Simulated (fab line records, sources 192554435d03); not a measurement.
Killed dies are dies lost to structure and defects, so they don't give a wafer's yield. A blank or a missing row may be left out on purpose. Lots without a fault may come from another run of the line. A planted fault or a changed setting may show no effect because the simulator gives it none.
Which tool did it? | flow n5_finfet | 24 lots, 72 wafers sampled, at 6 steps of a route of 1938

WHAT THE GAUGES READ, wafer by wafer
N5_BEOL_M13_THK_MEAS_01. Usual: M13_ILD_THK 842 nm, standard deviation 10.
lot  | measured     | on            | M13_ILD_THK (nm) | flag
L074 | day 10 08:01 | film_metro-02 | 830 856 842      |
L075 | day 10 18:45 | film_metro-02 | 834 820 848      |
L078 | day 11 08:20 | film_metro-01 | 834 840 842      |
L077 | day 11 09:23 | film_metro-01 | 838 819 836      |
L076 | day 11 10:14 | film_metro-01 | 835 834 850      |
L079 | day 11 14:26 | film_metro-01 | 841 830 843      |
L080 | day 11 22:14 | film_metro-02 | 829 825 836      |
L081 | day 12 05:55 | film_metro-02 | 837 841 840      |
L083 | day 12 06:43 | film_metro-02 | 841 831 845      |
L082 | day 12 14:08 | film_metro-01 | 837 839 851      |
L084 | day 12 19:14 | film_metro-02 | 823 834 838      |
L085 | day 13 13:59 | film_metro-02 | 839 861 849      |
L087 | day 13 22:26 | film_metro-01 | 836 849 857      |
L088 | day 14 04:24 | film_metro-02 | 833 846 848      |
L089 | day 14 06:40 | film_metro-02 | 830 831 837      |
L086 | day 14 07:33 | film_metro-02 | 844 848 857      |
L090 | day 15 01:18 | film_metro-02 | 833 863 848      |
L091 | day 15 11:02 | film_metro-02 | 846 850 857      |
L093 | day 15 15:08 | film_metro-01 | 823 836 852      |
L092 | day 15 17:10 | film_metro-02 | 847 853 855      |
L095 | day 15 20:54 | film_metro-01 | 832 841 833      |
L094 | day 15 23:11 | film_metro-02 | 834 840 851      |
L096 | day 16 06:32 | film_metro-01 | 852 851 867      |
L097 | day 16 12:58 | film_metro-02 | 828 860 844      |

WHICH TOOL RAN EACH LOT (tool, then ch and the chambers of the sampled wafers, then the start)
lot  | N5_BEOL_M11_STRIP_36               | N5_BEOL_M12_STRIP_37                 | N5_BEOL_M12_ETCH_38                | N5_BEOL_M12_CMP_49            | N5_BEOL_M13_ILD_DEP_00
L074 | rie_diel-05 ch 0,3, day 9 21:50    | plasma_asher-02 ch 0,1, day 10 04:53 | rie_diel-02 ch 0,1,2, day 10 06:00 | cmp-01 ch 0,1, day 10 07:23   | pecvd-03 ch 0,1, day 10 07:52
L075 | rie_diel-05 ch 2,3, day 10 06:50   | plasma_asher-01 ch 0,1, day 10 16:31 | rie_diel-02 ch 0,1,2, day 10 16:39 | cmp-03 ch 0,2,3, day 10 18:07 | pecvd-01 ch 1,2, day 10 18:36
L078 | rie_diel-03 ch 0,1, day 10 23:50   | plasma_asher-01 ch 0,1, day 11 05:31 | rie_diel-02 ch 0,1, day 11 06:12   | cmp-03 ch 0,1,2, day 11 07:42 | pecvd-03 ch 0,2, day 11 08:11
L077 | rie_diel-03 ch 0,1,3, day 11 00:19 | plasma_asher-01 ch 0,1, day 11 06:12 | rie_diel-02 ch 0,2,3, day 11 07:28 | cmp-03 ch 0,1,2, day 11 08:45 | pecvd-01 ch 0,1,2, day 11 09:14
L076 | rie_diel-03 ch 0,1,3, day 11 02:08 | plasma_asher-02 ch 0,1, day 11 08:21 | rie_diel-02 ch 0,2,3, day 11 08:26 | cmp-04 ch 0,1, day 11 09:36   | pecvd-01 ch 1,2, day 11 10:05
L079 | rie_diel-04 ch 0,1,2, day 11 02:37 | plasma_asher-02 ch 0,1, day 11 08:46 | rie_diel-01 ch 0,1,2, day 11 12:08 | cmp-01 ch 0,1,3, day 11 13:48 | pecvd-01 ch 1,2, day 11 14:17
L080 | rie_diel-03 ch 1,3, day 11 13:43   | plasma_asher-01 ch 0,1, day 11 19:19 | rie_diel-01 ch 0,1,2, day 11 20:08 | cmp-04 ch 1,2, day 11 21:36   | pecvd-01 ch 0,1,2, day 11 22:05
L081 | rie_diel-05 ch 2,3, day 11 20:26   | plasma_asher-02 ch 0,1, day 12 02:35 | rie_diel-02 ch 0,2,3, day 12 03:48 | cmp-01 ch 1,2,3, day 12 05:23 | pecvd-04 ch 0,2, day 12 05:46
L083 | rie_diel-04 ch 1,3, day 11 22:11   | plasma_asher-02 ch 1, day 12 03:22   | rie_diel-06 ch 0,2,3, day 12 04:11 | cmp-01 ch 0,1,3, day 12 06:07 | pecvd-01 ch 0,1,2, day 12 06:34
L082 | rie_diel-05 ch 0,1,3, day 12 06:24 | plasma_asher-01 ch 0,1, day 12 11:56 | rie_diel-01 ch 1,2, day 12 12:09   | cmp-03 ch 0,1, day 12 13:29   | pecvd-01 ch 1,2, day 12 13:55
L084 | rie_diel-04 ch 0,1,2, day 12 10:31 | plasma_asher-01 ch 0,1, day 12 15:31 | rie_diel-01 ch 0,2,3, day 12 17:09 | cmp-04 ch 0,1,2, day 12 18:34 | pecvd-04 ch 0,1,2, day 12 19:05
L085 | rie_diel-05 ch 0,2,3, day 13 06:56 | plasma_asher-01 ch 0,1, day 13 11:35 | rie_diel-02 ch 1,2, day 13 11:58   | cmp-03 ch 0,2, day 13 13:08   | pecvd-01 ch 1, day 13 13:39
L087 | rie_diel-03 ch 0,2,3, day 13 12:58 | plasma_asher-01 ch 0,1, day 13 17:32 | rie_diel-06 ch 0,2,3, day 13 20:47 | cmp-04 ch 0,3, day 13 21:47   | pecvd-04 ch 1,2, day 13 22:17
L088 | rie_diel-04 ch 0,1,2, day 13 21:33 | plasma_asher-01 ch 0,1, day 14 02:23 | rie_diel-02 ch 1,2,3, day 14 02:46 | cmp-03 ch 2,3, day 14 03:46   | pecvd-04 ch 0,1,2, day 14 04:15
L089 | rie_diel-03 ch 0,1,2, day 13 22:05 | plasma_asher-01 ch 0,1, day 14 04:22 | rie_diel-02 ch 0,2,3, day 14 04:53 | cmp-01 ch 1,2,3, day 14 06:02 | pecvd-01 ch 0,2, day 14 06:31
L086 | rie_diel-05 ch 0,3, day 13 22:35   | plasma_asher-02 ch 0,1, day 14 04:27 | rie_diel-06 ch 0,3, day 14 05:42   | cmp-03 ch 0,2, day 14 06:55   | pecvd-04 ch 0,1, day 14 07:23
L090 | rie_diel-05 ch 0,1, day 14 15:40   | plasma_asher-01 ch 0,1, day 14 21:31 | rie_diel-01 ch 1,2,3, day 14 23:19 | cmp-03 ch 0,3, day 15 00:43   | pecvd-04 ch 1,2, day 15 01:09
L091 | rie_diel-05 ch 1,2,3, day 15 03:29 | plasma_asher-01 ch 0,1, day 15 08:49 | rie_diel-06 ch 1,2,3, day 15 08:54 | cmp-03 ch 0,1,2, day 15 10:27 | pecvd-04 ch 1,2, day 15 10:53
L093 | rie_diel-03 ch 0,2,3, day 15 05:45 | plasma_asher-02 ch 0,1, day 15 11:17 | rie_diel-06 ch 1,2,3, day 15 12:49 | cmp-04 ch 0,1,2, day 15 14:30 | pecvd-04 ch 1,2, day 15 14:59
L092 | rie_diel-05 ch 1,2, day 15 08:49   | plasma_asher-02 ch 0,1, day 15 13:46 | rie_diel-06 ch 0,3, day 15 15:18   | cmp-03 ch 0,2,3, day 15 16:34 | pecvd-04 ch 0,1,2, day 15 17:01
L095 | rie_diel-04 ch 1,2,3, day 15 13:12 | plasma_asher-02 ch 0,1, day 15 18:03 | rie_diel-01 ch 0,1,3, day 15 18:08 | cmp-04 ch 0,1,2, day 15 20:18 | pecvd-04 ch 0,1,2, day 15 20:44
L094 | rie_diel-04 ch 1,3, day 15 15:33   | plasma_asher-02 ch 0,1, day 15 20:16 | rie_diel-01 ch 0,2,3, day 15 20:26 | cmp-03 ch 1,2,3, day 15 22:37 | pecvd-03 ch 1,2, day 15 23:01
L096 | rie_diel-03 ch 0,2, day 15 19:56   | plasma_asher-01 ch 0,1, day 16 02:05 | rie_diel-02 ch 0,2,3, day 16 02:24 | cmp-01 ch 0,1,2, day 16 05:59 | pecvd-04 ch 0,1,2, day 16 06:23
L097 | rie_diel-03 ch 0,2, day 16 05:16   | plasma_asher-01 ch 0,1, day 16 10:11 | rie_diel-01 ch 2,3, day 16 11:11   | cmp-04 ch 0,2,3, day 16 12:24 | pecvd-04 ch 1,2, day 16 12:49
- N5_BEOL_M11_STRIP_36: strips in N2/H2.
- N5_BEOL_M12_STRIP_37: strips in N2/H2.
- N5_BEOL_M12_ETCH_38: etches SiCN in CF4/N2, target depth 68.7 nm, time 73.4 s.
- N5_BEOL_M12_CMP_49: polishes, stops on SiOC, t overpolish 20.6 s, target thk 320 nm.
- N5_BEOL_M13_ILD_DEP_00: deposits SiOC from DEMS/O2, target thk 837.92 nm, time 166.4 s.

WHAT THE TOOLS THEMSELVES READ (means of the sampled wafers that have a number; where no wafer has one, the mark that the record gives instead)
N5_BEOL_M11_STRIP_36. Usual: drypump_motor_current_A 5.86 A, standard deviation 0.22; oes_product_au 0.79 a.u., standard deviation 0.086; power_w 450.2 W, standard deviation 1.4; rf_vpp_V 59.2 V, standard deviation 2; showerhead_plenum_p_Torr 2.54 Torr, standard deviation 0.1; throttle_valve_pct 23.75 %, standard deviation 0.28.
lot  | tool        | drypump_motor_current_A (A) | oes_product_au (a.u.) | power_w (W) | rf_vpp_V (V) | showerhead_plenum_p_Torr (Torr) | throttle_valve_pct (%) | flag
L074 | rie_diel-05 | 5.88                        | 0.70                  | 449.9       | 59.7         | 2.47                            | 23.87                  |
L075 | rie_diel-05 | 5.93                        | 0.78                  | 450.7       | 58.2         | 2.51                            | 23.66                  |
L078 | rie_diel-03 | 5.82                        | 0.74                  | 449.3       | 56.4         | 2.46                            | 24.08                  |
L077 | rie_diel-03 | 5.90                        | 0.80                  | 449.9       | 57.9         | 2.55                            | 23.84                  |
L076 | rie_diel-03 | 5.90                        | 0.79                  | 450.9       | 60.8         | 2.55                            | 23.81                  |
L079 | rie_diel-04 | 5.73                        | 0.81                  | 451.8       | 60.3         | 2.52                            | 23.57                  |
L080 | rie_diel-03 | 5.72                        | 0.86                  | 450.3       | 58.7         | 2.61                            | 23.59                  |
L081 | rie_diel-05 | 5.88                        | 0.80                  | 449.8       | 58.1         | 2.60                            | 23.81                  |
L083 | rie_diel-04 | 6.09                        | 0.79                  | 449.9       | 60.7         | 2.49                            | 23.71                  |
L082 | rie_diel-05 | 5.83                        | 0.88                  | 451.4       | 60.2         | 2.47                            | 23.60                  |
L084 | rie_diel-04 | 5.75                        | 0.80                  | 451.6       | 58.6         | 2.52                            | 23.57                  |
L085 | rie_diel-05 | 5.88                        | 0.83                  | 449.7       | 58.8         | 2.53                            | 23.76                  |
L087 | rie_diel-03 | 5.94                        | 0.77                  | 449.7       | 60.6         | 2.60                            | 23.70                  |
L088 | rie_diel-04 | 5.71                        | 0.79                  | 451.1       | 59.4         | 2.52                            | 23.58                  |
L089 | rie_diel-03 | 5.87                        | 0.73                  | 450.0       | 58.5         | 2.51                            | 23.95                  |
L086 | rie_diel-05 | 5.96                        | 0.79                  | 449.3       | 58.4         | 2.44                            | 23.59                  |
L090 | rie_diel-05 | 5.77                        | 0.92                  | 450.1       | 58.7         | 2.49                            | 23.71                  |
L091 | rie_diel-05 | 5.83                        | 0.82                  | 450.8       | 60.2         | 2.52                            | 23.69                  |
L093 | rie_diel-03 | 5.92                        | 0.76                  | 450.8       | 57.9         | 2.60                            | 23.70                  |
L092 | rie_diel-05 | 5.72                        | 0.87                  | 449.1       | 59.4         | 2.55                            | 23.70                  |
L095 | rie_diel-04 | 5.97                        | 0.78                  | 449.9       | 58.7         | 2.55                            | 23.65                  |
L094 | rie_diel-04 | 6.14                        | 0.75                  | 450.3       | 58.2         | 2.50                            | 23.88                  |
L096 | rie_diel-03 | 5.91                        | 0.71                  | 450.3       | 59.1         | 2.57                            | 23.86                  |
L097 | rie_diel-03 | 6.09                        | 0.69                  | 449.9       | 60.1         | 2.53                            | 23.97                  |

N5_BEOL_M12_STRIP_37. Usual: drypump_motor_current_A 5.8 A, standard deviation 0.52; heater_power_w 356 W, standard deviation 24; oes_product_au 0.791 a.u., standard deviation 0.0095.
lot  | tool            | drypump_motor_current_A (A) | heater_power_w (W) | oes_product_au (a.u.) | flag
L074 | plasma_asher-02 | 5.9                         | 343                | 0.795                 |
L075 | plasma_asher-01 | 5.5                         | 361                | 0.796                 |
L078 | plasma_asher-01 | 5.9                         | 359                | 0.789                 |
L077 | plasma_asher-01 | 5.5                         | 361                | 0.796                 |
L076 | plasma_asher-02 | 5.8                         | 361                | 0.781                 |
L079 | plasma_asher-02 | 5.8                         | 363                | 0.790                 |
L080 | plasma_asher-01 | 5.5                         | 364                | 0.796                 |
L081 | plasma_asher-02 | 5.9                         | 336                | 0.804                 |
L083 | plasma_asher-02 | 5.9                         | 318                | 0.799                 |
L082 | plasma_asher-01 | 5.4                         | 357                | 0.794                 |
L084 | plasma_asher-01 | 5.9                         | 360                | 0.794                 |
L085 | plasma_asher-01 | 5.4                         | 361                | 0.795                 |
L087 | plasma_asher-01 | 5.9                         | 357                | 0.796                 |
L088 | plasma_asher-01 | 5.5                         | 355                | 0.784                 |
L089 | plasma_asher-01 | 5.5                         | 355                | 0.788                 |
L086 | plasma_asher-02 | 5.9                         | 341                | 0.798                 |
L090 | plasma_asher-01 | 5.9                         | 361                | 0.790                 |
L091 | plasma_asher-01 | 5.4                         | 357                | 0.796                 |
L093 | plasma_asher-02 | 5.9                         | 365                | 0.788                 |
L092 | plasma_asher-02 | 5.9                         | 342                | 0.799                 |
L095 | plasma_asher-02 | 5.8                         | 367                | 0.785                 |
L094 | plasma_asher-02 | 5.9                         | 342                | 0.797                 |
L096 | plasma_asher-01 | 5.9                         | 356                | 0.783                 |
L097 | plasma_asher-01 | 5.5                         | 357                | 0.788                 |

N5_BEOL_M12_ETCH_38. Usual: drypump_motor_current_A 5.7 A, standard deviation 0.49; oes_product_au 0.82 a.u., standard deviation 0.074; rf_vpp_V 382.1 V, standard deviation 2; showerhead_plenum_p_Torr 2.20 Torr, standard deviation 0.077; throttle_valve_pct 15.42 %, standard deviation 0.2.
lot  | tool        | drypump_motor_current_A (A) | oes_product_au (a.u.) | rf_vpp_V (V) | showerhead_plenum_p_Torr (Torr) | throttle_valve_pct (%) | flag
L074 | rie_diel-02 | 5.9                         | 0.84                  | 383.2        | 2.24                            | 15.35                  |
L075 | rie_diel-02 | 5.8                         | 0.83                  | 382.8        | 2.24                            | 15.35                  |
L078 | rie_diel-02 | 6.0                         | 0.78                  | 381.4        | 2.20                            | 15.36                  |
L077 | rie_diel-02 | 5.8                         | 0.87                  | 382.9        | 2.25                            | 15.37                  |
L076 | rie_diel-02 | 5.8                         | 0.87                  | 382.9        | 2.25                            | 15.35                  |
L079 | rie_diel-01 | 5.3                         | 0.76                  | 382.4        | 2.17                            | 15.55                  |
L080 | rie_diel-01 | 5.3                         | 0.76                  | 382.0        | 2.17                            | 15.57                  |
L081 | rie_diel-02 | 5.8                         | 0.86                  | 383.7        | 2.25                            | 15.38                  |
L083 | rie_diel-06 | 5.6                         | 0.78                  | 382.9        | 2.24                            | 15.59                  |
L082 | rie_diel-01 | 5.8                         | 0.81                  | 381.8        | 2.20                            | 15.53                  |
L084 | rie_diel-01 | 5.4                         | 0.81                  | 382.2        | 2.19                            | 15.35                  |
L085 | rie_diel-02 | 6.0                         | 0.80                  | 381.4        | 2.21                            | 15.41                  |
L087 | rie_diel-06 | 5.6                         | 0.76                  | 383.4        | 2.23                            | 15.62                  |
L088 | rie_diel-02 | 6.1                         | 0.81                  | 380.8        | 2.17                            | 15.41                  |
L089 | rie_diel-02 | 5.8                         | 0.84                  | 382.6        | 2.24                            | 15.41                  |
L086 | rie_diel-06 | 5.7                         | 0.80                  | 383.5        | 2.25                            | 15.42                  |
L090 | rie_diel-01 | 5.5                         | 0.78                  | 381.0        | 2.16                            | 15.54                  |
L091 | rie_diel-06 | 5.8                         | 0.87                  | 381.6        | 2.17                            | 15.45                  |
L093 | rie_diel-06 | 5.8                         | 0.86                  | 381.6        | 2.17                            | 15.43                  |
L092 | rie_diel-06 | 5.7                         | 0.79                  | 383.5        | 2.25                            | 15.43                  |
L095 | rie_diel-01 | 5.0                         | 0.80                  | 380.1        | 2.13                            | 15.44                  |
L094 | rie_diel-01 | 5.4                         | 0.85                  | 382.0        | 2.18                            | 15.23                  |
L096 | rie_diel-02 | 5.8                         | 0.83                  | 382.7        | 2.23                            | 15.43                  |
L097 | rie_diel-01 | 5.7                         | 0.81                  | 381.4        | 2.17                            | 15.33                  |

N5_BEOL_M12_CMP_49. Usual: barrier_field_endpoint_s 30.5 s, standard deviation 0.72; motor_current_A 6.2 A, standard deviation 0.61; overpolish_run_s 20.600 s, standard deviation 0.0091; retaining_ring_pressure_frac 1.000, standard deviation 0.0048.
lot  | tool   | barrier_field_endpoint_s (s) | motor_current_A (A) | overpolish_run_s (s) | retaining_ring_pressure_frac | flag
L074 | cmp-01 | 29.4                         | 6.0                 | 20.600               | 1.003                        |
L075 | cmp-03 | 29.5                         | 6.5                 | 20.608               | 0.998                        |
L078 | cmp-03 | 30.6                         | 6.7                 | 20.605               | 1.001                        |
L077 | cmp-03 | 30.4                         | 6.7                 | 20.589               | 1.001                        |
L076 | cmp-04 | 30.6                         | 5.6                 | 20.598               | 0.999                        |
L079 | cmp-01 | 30.2                         | 6.2                 | 20.605               | 1.001                        |
L080 | cmp-04 | 30.6                         | 6.1                 | 20.602               | 1.000                        |
L081 | cmp-01 | 30.8                         | 6.3                 | 20.602               | 1.002                        |
L083 | cmp-01 | 30.0                         | 6.6                 | 20.595               | 1.005                        |
L082 | cmp-03 | 30.8                         | 6.5                 | 20.607               | 1.003                        |
L084 | cmp-04 | 30.4                         | 5.9                 | 20.605               | 0.999                        |
L085 | cmp-03 | 30.9                         | 6.7                 | 20.598               | 1.003                        |
L087 | cmp-04 | 29.9                         | 5.6                 | 20.610               | 1.000                        |
L088 | cmp-03 | 30.6                         | 6.6                 | 20.602               | 1.006                        |
L089 | cmp-01 | 32.0                         | 6.2                 | 20.605               | 0.997                        |
L086 | cmp-03 | 30.5                         | 6.9                 | 20.602               | 0.998                        |
L090 | cmp-03 | 31.0                         | 6.5                 | 20.604               | 1.004                        |
L091 | cmp-03 | 30.4                         | 6.5                 | 20.589               | 0.998                        |
L093 | cmp-04 | 30.2                         | 5.8                 | 20.593               | 1.002                        |
L092 | cmp-03 | 30.7                         | 6.5                 | 20.597               | 0.999                        |
L095 | cmp-04 | 30.9                         | 5.9                 | 20.603               | 1.002                        |
L094 | cmp-03 | 30.3                         | 6.5                 | 20.602               | 1.003                        |
L096 | cmp-01 | 31.1                         | 5.8                 | 20.603               | 0.999                        |
L097 | cmp-04 | 29.7                         | 5.8                 | 20.607               | 0.994                        |

N5_BEOL_M13_ILD_DEP_00. Usual: heater_power_w 483 W, standard deviation 45; showerhead_plenum_p_Torr 5.691 Torr, standard deviation 0.012; throttle_valve_pct 12.2 %, standard deviation 1.
lot  | tool     | heater_power_w (W) | showerhead_plenum_p_Torr (Torr) | throttle_valve_pct (%) | flag
L074 | pecvd-03 | 511                | 5.713                           | 12.6                   |
L075 | pecvd-01 | 456                | 5.684                           | 12.4                   |
L078 | pecvd-03 | 478                | 5.716                           | 12.3                   |
L077 | pecvd-01 | 440                | 5.685                           | 12.0                   |
L076 | pecvd-01 | 487                | 5.685                           | 12.3                   |
L079 | pecvd-01 | 470                | 5.674                           | 11.6                   |
L080 | pecvd-01 | 459                | 5.690                           | 12.0                   |
L081 | pecvd-04 | 473                | 5.693                           | 11.6                   |
L083 | pecvd-01 | 461                | 5.679                           | 12.0                   |
L082 | pecvd-01 | 468                | 5.685                           | 12.4                   |
L084 | pecvd-04 | 468                | 5.700                           | 12.1                   |
L085 | pecvd-01 | 499                | 5.685                           | 13.1                   |
L087 | pecvd-04 | 504                | 5.687                           | 11.9                   |
L088 | pecvd-04 | 465                | 5.693                           | 12.3                   |
L089 | pecvd-01 | 442                | 5.689                           | 11.7                   |
L086 | pecvd-04 | 485                | 5.700                           | 12.6                   |
L090 | pecvd-04 | 471                | 5.696                           | 11.8                   |
L091 | pecvd-04 | 512                | 5.682                           | 12.9                   |
L093 | pecvd-04 | 534                | 5.690                           | 12.8                   |
L092 | pecvd-04 | 500                | 5.689                           | 12.3                   |
L095 | pecvd-04 | 515                | 5.691                           | 12.2                   |
L094 | pecvd-03 | 475                | 5.704                           | 12.3                   |
L096 | pecvd-04 | 512                | 5.688                           | 12.3                   |
L097 | pecvd-04 | 532                | 5.697                           | 11.9                   |

THE ANSWER, worked out from the rows above alone
Rule: a lot is off if the mean of its wafers that have a number lies more than 3 standard deviations from the usual mean. A lot without any number at a reading at which 4 lots or more have one is off too. The other lots that the step has rows for count as sound. The gauges are gone through in route order, then the tools' own readings, and for those a lot's mean is taken as printed above. The first step at which some lot is off is used, and at that step the reading that is off furthest; a lot without a number counts as furthest.
No lot is off at any reading shown: from this, nothing can be told.

WHAT THE SIMULATOR HAD PUT IN
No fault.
